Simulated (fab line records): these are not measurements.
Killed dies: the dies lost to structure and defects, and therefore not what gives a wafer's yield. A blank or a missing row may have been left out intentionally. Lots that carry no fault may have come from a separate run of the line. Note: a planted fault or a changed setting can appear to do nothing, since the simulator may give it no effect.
Chamber matching :: flow nand-harc :: 3 sister chambers for NHARC_A_CONTACT_DEP_85 on pecvd-02
The step deposits SiON, target thk 50 nm. 3 wafers are shown with their chamber, then 8 later ones without.

WAFERS, EACH WITH ITS CHAMBER
wafer: L088.2
chamber: 1
heater-power-w (W): 842

wafer: L088.5
chamber: 0
heater-power-w (W): 717

wafer: L089.2
chamber: 2
heater-power-w (W): 576

WAFERS WITH NO CHAMBER GIVEN
wafer: L089.3
heater-power-w (W): 696

wafer: L089.6
heater-power-w (W): 688

wafer: L092.1
heater-power-w (W): 747

wafer: L092.2
heater-power-w (W): 787

wafer: L092.3
heater-power-w (W): 624

wafer: L096.4
heater-power-w (W): 820

wafer: L096.5
heater-power-w (W): 592

wafer: L096.6
heater-power-w (W): 780

CHAMBER TAKEN BY EACH
wafer: L089.3
from the rows above: 0
in truth: 0

wafer: L089.6
from the rows above: 0
in truth: 0

wafer: L092.1
from the rows above: can't be placed: 0 or 1
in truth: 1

wafer: L092.2
from the rows above: can't be placed: 1 or 0
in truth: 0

wafer: L092.3
from the rows above: can't be placed: 2 or 0
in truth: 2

wafer: L096.4
from the rows above: 1
in truth: 1

wafer: L096.5
from the rows above: 2
in truth: 2

wafer: L096.6
from the rows above: can't be placed: 1 or 0
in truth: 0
Placed correctly: 4 of 8. Not placeable from these rows: 4 (in 4, the candidates include the true chamber). Placed wrongly: 0.
How it was worked out, from the rows above alone: a wafer's distance from a chamber is the root of the sum, over the readings, of the square of ((its reading less the chamber's mean) divided by the reading's scatter). If the next closest chamber is less than 2 further off than the closest, the wafer can't be placed; otherwise it belongs to the closest. The mean given for a chamber averages the wafers shown for that chamber. The scatter: root of mean squared gap, hidden wafer to nearest shown wafer, with one shown wafer a chamber.
